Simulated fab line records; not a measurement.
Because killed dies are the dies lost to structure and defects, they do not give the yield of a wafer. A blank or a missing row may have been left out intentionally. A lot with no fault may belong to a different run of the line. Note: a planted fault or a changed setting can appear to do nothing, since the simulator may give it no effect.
fab line records -- flow nand-harc
[record] lots = 5, wafers = 15, last-day = 23
route steps=1159 shown P_CONTACT@249 P_M0@253
lots with no fault: from the same line, run without faults
start-h: hours from the record's opening day to when the first of the lot's shown wafers began -- wait-h: hours since the lot's step before -- " identical to the entry in the row above -- L1.1+2: several wafers, shown together as one row -- - value missing, or start not given -- * or withheld: withheld -- < > ~ a bound
route shown NAME@n: NAME is a module with steps in the file, n the number in the route of the first one -- usual: mean/standard deviation of fault-free wafers -- same: alike in all rows -- chamber/n: place in a boat -- sites: readings site by site -- _std_site: standard deviation of those values -- _edge_site: mean of outer sites minus mean of inner sites -- radius-mm: how far each site lies from the wafer's centre -- mask NAME#n: copy n -- behind: the last tool/chamber to shape the wafer -- hold: what put the lot on hold/how long, in hours/how the hold closed -- device: names the non-switching transistor (n, p or np) -- end of line: tests run on the same wafers once the route is complete -- for a step that has no rows: nothing shown but its recipe -- killed: count of dies lost to structure and defects at first sort (not the wafer's yield) -- map: the dies of a wafer, with x for killed, . for not killed, _ for no die there
set.NAME: setting as actually run; set.NAME@STEP: the setting as run at that earlier step -- model.NAME: the simulator's own value behind a step, which no gauge read
certain route steps with their lots: each step a table, each wafer a row
services: the hour from which a tool's chamber was out of use, counted from the record's first day as start-h (under 0 if before that day), plus the number of hours and why
[[steps]]
[step NHARC_P_CONTACT_CMP_24]
[recipe] t-overpolish-s = 30, target-thk-nm = 200
[usual] motor-current-A = 12.2/1.2, overpolish-run-s = 30.000/0.01, time-to-endpoint-s = 40.3/2.1
[same] t-overpolish-s = 30
lot.wafer,tool,chamber,start-h,wait-h,motor-current-A,overpolish-run-s,time-to-endpoint-s
L418.3,cmp-04,3,119.43,0.4,13.1,30.001,39.9
L418.4,cmp-04,1,119.43,0.4,11.7,30.012,40.5
L418.6,cmp-04,3,119.43,0.4,13.2,30.012,41.2
L420.4,cmp-04,0,132.62,0.4,11.6,30.018,36.8
L420.3,cmp-04,1,132.62,0.4,11.9,30.000,41.6
L420.5,cmp-04,0,132.62,0.4,11.9,29.991,36.4
L432.2,cmp-03,1,201.80,0.5,14.0,30.005,41.5
L432.1,cmp-03,3,201.80,0.5,12.2,30.005,39.7
L432.6,cmp-03,2,201.80,0.5,12.5,29.991,41.5
L431.2,cmp-02,1,202.36,0.5,13.1,30.009,42.7
L431.6,cmp-02,0,202.36,0.5,12.7,29.983,42.6
L431.5,cmp-02,1,202.36,0.5,12.6,29.990,38.8
L434.4,cmp-02,2,215.79,0.3,10.5,29.989,38.1
L434.5,cmp-02,0,215.79,0.3,13.4,30.007,43.2
L434.6,cmp-02,1,215.79,0.3,11.9,30.008,41.7
[step NHARC_P_CONTACT_SRD_26]
[step NHARC_P_CONTACT_INSPECT_27]
[usual] raw-defect-count = 315/140
lot.wafer,tool,chamber,start-h,wait-h,raw-defect-count
L418.3,defect-inspect-01,-,119.84,0.1,348
L418.4,defect-inspect-01,-,119.84,0.1,451
L418.6,defect-inspect-01,-,119.84,0.1,280
L420.3,defect-inspect-01,-,133.01,0.1,183
L420.4,defect-inspect-01,-,133.01,0.1,188
L420.5,defect-inspect-01,-,133.01,0.1,424
L432.1,defect-inspect-02,-,202.20,0.1,196
L432.2,defect-inspect-02,-,202.20,0.1,126
L432.6,defect-inspect-02,-,202.20,0.1,317
L431.2,defect-inspect-02,-,202.74,0.1,307
L431.5,defect-inspect-02,-,202.74,0.1,162
L431.6,defect-inspect-02,-,202.74,0.1,336
L434.4,defect-inspect-02,-,216.15,0.1,297
L434.5,defect-inspect-02,-,216.15,0.1,207
L434.6,defect-inspect-02,-,216.15,0.1,269
[step NHARC_P_M0_DEP_00]
[recipe] target-thk-a = 1500, target-thk-nm = 150, temp-c = withheld, pressure-torr = 5, flow-sccm = 200, rf-w = 600, material = SiOC
[step NHARC_P_M0_DEHYDRATE_01]
[recipe] temp-c = 150, time-s = 120
[step NHARC_P_M0_HMDS_02]
[recipe] time-s = 30
[step NHARC_P_M0_COAT_33]
[recipe] temp-c = 200, time-s = 65
[step NHARC_P_M0_COAT_03]
[recipe] spin-rpm = 1500, resist-thk-nm = 90
[step NHARC_P_M0_SOFTBAKE_04]
[recipe] temp-c = 105, time-s = 55
[step NHARC_P_M0_EBR_05]
[step NHARC_P_M0_EXPOSE_06]
[recipe] na = 1.35, target-cd-nm = 90, dose-mj = 81.28, mask-id = P_M0
[step NHARC_P_M0_PEB_07]
[recipe] peb-temp-c = 100, peb-time-s = 65
[usual] heater-power-total-W = 156.6/0.41
lot.wafer,tool,chamber,start-h,wait-h,heater-power-total-W
L418.3,litho-track-01,0,120.81,0.1,156.6
L418.4,litho-track-01,0,120.81,0.1,156.7
L418.6,litho-track-01,0,120.81,0.1,156.9
L420.3,litho-track-06,0,134.04,0.0,156.0
L420.4,litho-track-06,0,134.04,0.0,157.2
L420.5,litho-track-06,0,134.04,0.0,157.2
L432.1,litho-track-04,0,203.05,0.1,155.9
L432.2,litho-track-04,0,203.05,0.1,156.3
L432.6,litho-track-04,0,203.05,0.1,157.2
L431.2,litho-track-06,0,203.69,0.1,155.9
L431.5,litho-track-06,0,203.69,0.1,159.2
L431.6,litho-track-06,0,203.69,0.1,156.4
L434.4,litho-track-04,0,216.98,0.0,156.9
L434.5,litho-track-04,0,216.98,0.0,157.2
L434.6,litho-track-04,0,216.98,0.0,156.9
[step NHARC_P_M0_DEVELOP_08]
[recipe] develop-time-s = 35, dev-temp-c = 23
[step NHARC_P_M0_CD_MEAS_09]
[recipe] target-cd-nm = 90, landing-energy-ev = 500
[usual] cd-nm = 89.7/0.51
lot.wafer,tool,chamber,start-h,wait-h,cd-nm
L418.3,cd-sem-03,0,120.89,-,89.6
L418.4,cd-sem-03,0,120.89,-,89.2
L418.6,cd-sem-03,0,120.89,-,89.2
L420.3,cd-sem-01,0,134.12,-,89.2
L420.4,cd-sem-01,0,134.12,-,89.5
L420.5,cd-sem-01,0,134.12,-,89.1
L432.1,cd-sem-01,0,203.13,-,90.2
L432.2,cd-sem-01,0,203.13,-,90.0
L432.6,cd-sem-01,0,203.13,-,90.4
L431.2,cd-sem-03,0,203.77,-,90.3
L431.5,cd-sem-03,0,203.77,-,88.3
L431.6,cd-sem-03,0,203.77,-,89.5
L434.4,cd-sem-02,0,217.06,-,90.0
L434.5,cd-sem-02,0,217.06,-,90.0
L434.6,cd-sem-02,0,217.06,-,90.0
[step NHARC_P_M0_OVL_MEAS_10]
[recipe] pitch-nm = 180
[usual] overlay-x-nm = -0.1/0.69, overlay-y-nm = -0.1/0.8
lot.wafer,tool,chamber,start-h,wait-h,overlay-x-nm,overlay-y-nm
L418.3,overlay-01,-,120.99,-,-0.8,-0.4
L418.4,overlay-01,-,120.99,-,-0.4,-0.6
L418.6,overlay-01,-,120.99,-,-0.9,-0.6
L420.3,overlay-01,-,134.20,-,-0.9,0.7
L420.4,overlay-01,-,134.20,-,0.0,0.4
L420.5,overlay-01,-,134.20,-,-0.1,0.8
L432.1,overlay-01,-,203.22,-,-0.5,1.7
L432.2,overlay-01,-,203.22,-,-0.3,1.7
L432.6,overlay-01,-,203.22,-,0.2,1.2
L431.2,overlay-01,-,203.86,-,0.4,0.9
L431.5,overlay-01,-,203.86,-,0.6,0.5
L431.6,overlay-01,-,203.86,-,-0.2,0.9
L434.4,overlay-01,-,217.15,-,-0.1,-0.4
L434.5,overlay-01,-,217.15,-,0.1,-0.8
L434.6,overlay-01,-,217.15,-,-0.3,-0.6
[step NHARC_P_M0_INSPECT_11]
[usual] raw-defect-count = 4.0/2.9
lot.wafer,tool,chamber,start-h,wait-h,raw-defect-count
L418.3,defect-inspect-02,-,121.03,0.0,5
L418.4,defect-inspect-02,-,121.03,0.0,3
L418.6,defect-inspect-02,-,121.03,0.0,7
L420.3,defect-inspect-02,-,134.24,0.0,7
L420.4,defect-inspect-02,-,134.24,0.0,5
L420.5,defect-inspect-02,-,134.24,0.0,3
L432.1,defect-inspect-02,-,203.26,0.0,4
L432.2,defect-inspect-02,-,203.26,0.0,3
L432.6,defect-inspect-02,-,203.26,0.0,2
L431.2,defect-inspect-01,-,203.90,0.0,1
L431.5,defect-inspect-01,-,203.90,0.0,2
L431.6,defect-inspect-01,-,203.90,0.0,1
L434.4,defect-inspect-02,-,217.19,0.0,14
L434.5,defect-inspect-02,-,217.19,0.0,13
L434.6,defect-inspect-02,-,217.19,0.0,17
[step NHARC_P_M0_DESCUM_14]
[recipe] time-s = 3, o2-flow-sccm = 200, ar-flow-sccm = 0, bias-power-w = 0, chemistry = O2
[usual] chamber-pressure-mTorr = 60.00/0.054, drypump-motor-current-A = 5.7/0.47, mfc-ar-sccm = 0.008/0.015, oes-product-au = 0.999/0.0084, rf-vpp-V = 57.8/0.94, showerhead-plenum-p-Torr = 1.94/0.098, throttle-valve-pct = 11.313/0.0092
lot.wafer,tool,chamber,start-h,wait-h,chamber-pressure-mTorr,drypump-motor-current-A,mfc-ar-sccm,oes-product-au,rf-hours-counter-h,rf-vpp-V,showerhead-plenum-p-Torr,throttle-valve-pct,model.P_M0.cd-nm
L418.3,rie-diel-04,3,121.08,0.1,60.04,5.7,0,0.996,0,57.3,1.96,11.322,89.29
L418.4,rie-diel-04,0,121.08,0.1,60.10,5.6,0.035,0.994,0,57.7,1.91,11.311,89.18
L418.6,rie-diel-04,3,121.08,0.1,59.99,5.7,0,0.996,-,59.2,1.96,11.309,89.41
L420.4,rie-diel-04,3,134.30,0.1,60.05,5.7,0,0.989,0,58.0,1.96,11.313,89.84
L420.3,rie-diel-04,1,134.30,0.1,59.96,5.4,0,1.000,1,58.5,1.87,11.308,89.43
L420.5,rie-diel-04,3,134.30,0.1,59.95,5.7,0,1.004,-,57.2,1.96,11.311,89.28
L432.1,rie-diel-04,3,203.34,0.1,60.03,5.6,0,1.013,7,58.2,1.96,11.313,90.67
L432.2,rie-diel-04,1,203.34,0.1,59.98,5.4,0,1.003,7,57.3,1.87,11.308,90.24
L432.6,rie-diel-04,3,203.34,0.1,59.94,5.6,0,0.999,-,57.4,1.96,11.326,90.66
L431.2,rie-diel-04,1,203.97,0.1,60.04,5.4,0,1.002,7,57.2,1.87,11.327,89.72
L431.5,rie-diel-04,3,203.97,0.1,60.00,5.6,0,0.999,-,57.5,1.96,11.305,88.17
L431.6,rie-diel-04,0,203.97,0.1,60.01,5.6,0.035,0.986,-,58.0,1.90,11.300,89.38
L434.4,rie-diel-04,3,217.27,0.1,60.02,5.7,0,1.005,8,56.1,1.96,11.334,90.09
L434.6,rie-diel-04,1,217.27,0.1,59.93,5.4,0,1.005,-,57.2,1.87,11.320,90.31
L434.5,rie-diel-04,2,217.27,0.1,60.04,6.3,0.040,0.997,-,59.0,1.97,11.321,89.76
[step NHARC_P_M0_ETCH_34]
[recipe] target-depth-a = 400, overetch-a = 120, time-s = 43.94, ion-energy-ev = 200, n2-flow-sccm = 150, h2-flow-sccm = 150, ar-flow-sccm = 0, rf-w = 400, bias-w = 150, chemistry = N2/H2
[usual] chamber-pressure-mTorr = 30.00/0.03, drypump-motor-current-A = 5.7/0.48, mfc-ar-sccm = 0.008/0.015, oes-product-au = 0.998/0.0073, rf-vpp-V = 431.1/2.9, showerhead-plenum-p-Torr = 2.06/0.11, throttle-valve-pct = 14.173/0.0086
lot.wafer,tool,chamber,start-h,wait-h,chamber-pressure-mTorr,drypump-motor-current-A,mfc-ar-sccm,oes-product-au,rf-hours-counter-h,rf-vpp-V,showerhead-plenum-p-Torr,throttle-valve-pct
L418.3,rie-diel-04,1,121.17,0.1,30.01,5.4,0,1.001,0,429.4,2.00,14.179
L418.4,rie-diel-04,0,121.17,0.1,30.01,5.7,0.035,0.987,0,430.1,2.03,14.171
L418.6,rie-diel-04,1,121.17,0.1,29.96,5.4,0,1.000,-,428.1,2.00,14.184
L420.4,rie-diel-04,1,134.38,0.1,29.98,5.4,0,1.002,1,428.8,2.00,14.167
L420.3,rie-diel-04,0,134.38,0.1,30.01,5.6,0.035,0.998,0,430.5,2.03,14.170
L420.5,rie-diel-04,2,134.38,0.1,29.99,6.3,0.040,0.994,-,430.6,2.11,14.175
L432.2,rie-diel-04,0,203.42,0.1,29.97,5.7,0.035,0.999,7,431.7,2.03,14.163
L432.1,rie-diel-04,3,203.42,0.1,30.01,5.7,0,0.994,7,431.6,2.09,14.177
L432.6,rie-diel-04,1,203.42,0.1,30.00,5.4,0,1.006,-,428.7,1.99,14.172
L431.2,rie-diel-04,0,204.05,0.1,30.02,5.7,0.035,1.001,7,429.9,2.03,14.172
L431.5,rie-diel-04,2,204.05,0.1,30.03,6.3,0.040,1.005,-,432.8,2.11,14.174
L431.6,rie-diel-04,3,204.05,0.1,29.98,5.7,0,1.000,-,429.6,2.09,14.194
L434.4,rie-diel-04,3,217.34,0.1,30.03,5.7,0,0.998,8,431.0,2.09,14.172
L434.5,rie-diel-04,2,217.34,0.1,30.05,6.2,0.040,0.993,-,432.2,2.11,14.181
L434.6,rie-diel-04,3,217.34,0.1,29.95,5.7,0,1.001,-,431.8,2.09,14.172
[step NHARC_P_M0_ETCH_15]
[recipe] target-depth-a = 1500, overetch-a = 150, time-s = 82.5, c4f8-flow-sccm = withheld, ar-flow-sccm = 400, rf-w = 600, bias-w = 300, chemistry = C4F8/Ar
[usual] chamber-pressure-mTorr = 25.006/0.02, oes-product-au = 0.954/0.023, rf-vpp-V = 441.5/2.9
lot.wafer,tool,chamber,start-h,wait-h,chamber-pressure-mTorr,oes-product-au,rf-hours-counter-h,rf-vpp-V,model.P_M0.cd-nm
L418.3,rie-diel-04,3,-,-,24.972,0.961,0,443.2,89.41
L418.4,rie-diel-04,0,-,-,24.999,0.965,0,440.9,89.45
L418.6,rie-diel-04,3,-,-,25.003,0.956,-,442.4,89.66
L420.4,rie-diel-04,1,-,-,25.025,0.978,1,439.5,89.65
L420.3,rie-diel-04,2,-,-,24.964,0.975,1,443.1,89.33
L420.5,rie-diel-04,1,-,-,24.994,0.978,-,438.5,88.96
L432.2,rie-diel-04,2,-,-,24.998,0.954,7,442.9,90.26
L432.1,rie-diel-04,3,-,-,24.999,0.966,7,442.0,90.4
L432.6,rie-diel-04,2,-,-,24.973,0.962,-,440.3,90.73
L431.2,rie-diel-04,1,-,-,24.973,0.970,7,438.8,89.87
L431.6,rie-diel-04,3,-,-,25.024,0.959,-,442.1,89.24
L431.5,rie-diel-04,0,-,-,24.997,0.965,-,441.4,87.77
L434.4,rie-diel-04,2,-,-,25.023,0.966,8,442.0,89.86
L434.6,rie-diel-04,2,-,-,25.006,0.966,-,442.2,90.28
L434.5,rie-diel-04,3,-,-,25.014,0.980,-,441.8,89.74
[step NHARC_P_M0_CD_MEAS_16]
[usual] cd-nm = 89.7/0.6
lot.wafer,tool,chamber,start-h,wait-h,cd-nm
L418.3,cd-sem-01,-,121.39,-,89.6
L418.4,cd-sem-01,-,121.39,-,89.2
L418.6,cd-sem-01,-,121.39,-,89.5
L420.3,cd-sem-01,-,134.61,-,89.1
L420.4,cd-sem-01,-,134.61,-,89.3
L420.5,cd-sem-01,-,134.61,-,89.2
L432.1,cd-sem-02,-,203.63,-,90.6
L432.2,cd-sem-02,-,203.63,-,90.5
L432.6,cd-sem-02,-,203.63,-,90.8
L431.2,cd-sem-01,-,204.26,-,90.1
L431.5,cd-sem-01,-,204.26,-,87.8
L431.6,cd-sem-01,-,204.26,-,89.1
L434.4,cd-sem-02,-,217.56,-,90.2
L434.5,cd-sem-02,-,217.56,-,89.7
L434.6,cd-sem-02,-,217.56,-,90.4
[[services]]
tool,chamber,start-h,hours,kind
cmp-04,-,105.17,4.0,pm
rie-diel-04,-,111.90,9.0,pm
rie-diel-04,0,111.90,9.0,vent-cycle
rie-diel-04,1,111.90,9.0,vent-cycle
rie-diel-04,2,111.90,9.0,vent-cycle
rie-diel-04,3,111.90,9.0,vent-cycle
litho-track-06,-,117.00,7.0,pm
rie-diel-04,0,120.90,-,clean
rie-diel-04,1,120.90,-,clean
rie-diel-04,2,120.90,-,clean
rie-diel-04,3,120.90,-,clean
cmp-02,-,128.50,4.0,pm
cmp-02,-,134.29,1.5,repair
litho-track-04,-,141.00,7.0,pm
rie-diel-04,0,145.49,-,clean
rie-diel-04,1,145.49,-,clean
cmp-02,-,145.79,3.1,repair
cmp-03,-,156.00,4.0,pm
rie-diel-04,-,156.17,0.5,repair
cmp-02,-,173.00,0.4,repair
cmp-03,-,178.00,1.1,repair
cmp-04,-,181.05,0.7,repair
cmp-02,-,195.89,4.7,repair
cmp-04,-,203.17,4.0,pm
[[key]]
[first-sign] step = NHARC_P_M0_PEB_07, reading = heater-power-total-W, direction = up, sigmas = 6.4, usual = *, struck = *
effect none on later readings
[model-effect] step = NHARC_P_M0_DESCUM_14, value = P_M0.cd-nm, without = 89.3, struck = 88.17
[model-effect] step = NHARC_P_M0_ETCH_15, value = P_M0.cd-nm, without = 88.9, struck = 87.77
met-at NHARC_P_M0_PEB_07
struck-wafers L431.5
onset-between 134.04 203.69
[fault] kind = process-parameter-drift, tool = litho-track-06, chamber = -, onset-h = 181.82, steps = NHARC_P_M0_PEB_07, channel = peb-time-s, offset = *, shape = step, end-h = 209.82, scope = struck-wafers-only, acts-in = *, stated = *
